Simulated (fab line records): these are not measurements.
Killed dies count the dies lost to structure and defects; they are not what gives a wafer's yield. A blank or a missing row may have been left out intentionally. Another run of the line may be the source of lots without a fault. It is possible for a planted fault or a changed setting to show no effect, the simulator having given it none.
One fault seen from 2 desks ; flow n5 finfet ; each desk holds nothing but its own numbers, with what lay behind them at the end

## TOOL OWNER'S DESK, pvd sputter-03
The tool's own readings at N5_BEOL_M15_SPUTTER_44 (material Ta, target thk 15 nm, time 24.19 s): means of the sampled wafers that have a number, for each lot that ran on this tool. If a lot's mean is further than 4 standard deviations from the usual mean, the lot is out of limits and carries the mark OUT (the distance appears in the brackets).
Columns: A = throttle valve pct at N5_BEOL_M15_SPUTTER_44, usual 29.8 %
lot;first seen here;A
L464;day 12 11:04;29.8
L469;day 13 17:43;30.0
L468;day 13 23:49;29.5
L472;day 14 22:38;29.5
L480;day 17 02:51;30.4
L483;day 18 01:20;29.4
This desk found nothing out of limits on any of the 6 lots.

## THE DEFECT DESK
Counts from the inspections along the route, per lot, as means over the sampled wafers that have a number. If a lot's mean is further than 4 standard deviations from the usual mean, the lot is out of limits and carries the mark OUT (the distance appears in the brackets).
Columns: A = raw defect count at N5_BEOL_M15_INSPECT_55, usual 68
lot;first seen here;A
L463;day 11 21:49;52
L464;day 12 12:16;36
L465;day 12 15:59;68
L469;day 13 18:55;88
L468;day 14 01:04;74
L470;day 14 13:08;54
L471;day 14 20:30;55
L472;day 14 23:58;50
L480;day 17 04:44;68
L483;day 18 02:33;50
This desk found nothing out of limits on any of the 10 lots.

## TAKEN TOGETHER
Nothing out of limits was seen by the tool owner's desk.
The defect desk saw nothing out of limits.

## WHAT WAS PUT IN BY THE SIMULATOR
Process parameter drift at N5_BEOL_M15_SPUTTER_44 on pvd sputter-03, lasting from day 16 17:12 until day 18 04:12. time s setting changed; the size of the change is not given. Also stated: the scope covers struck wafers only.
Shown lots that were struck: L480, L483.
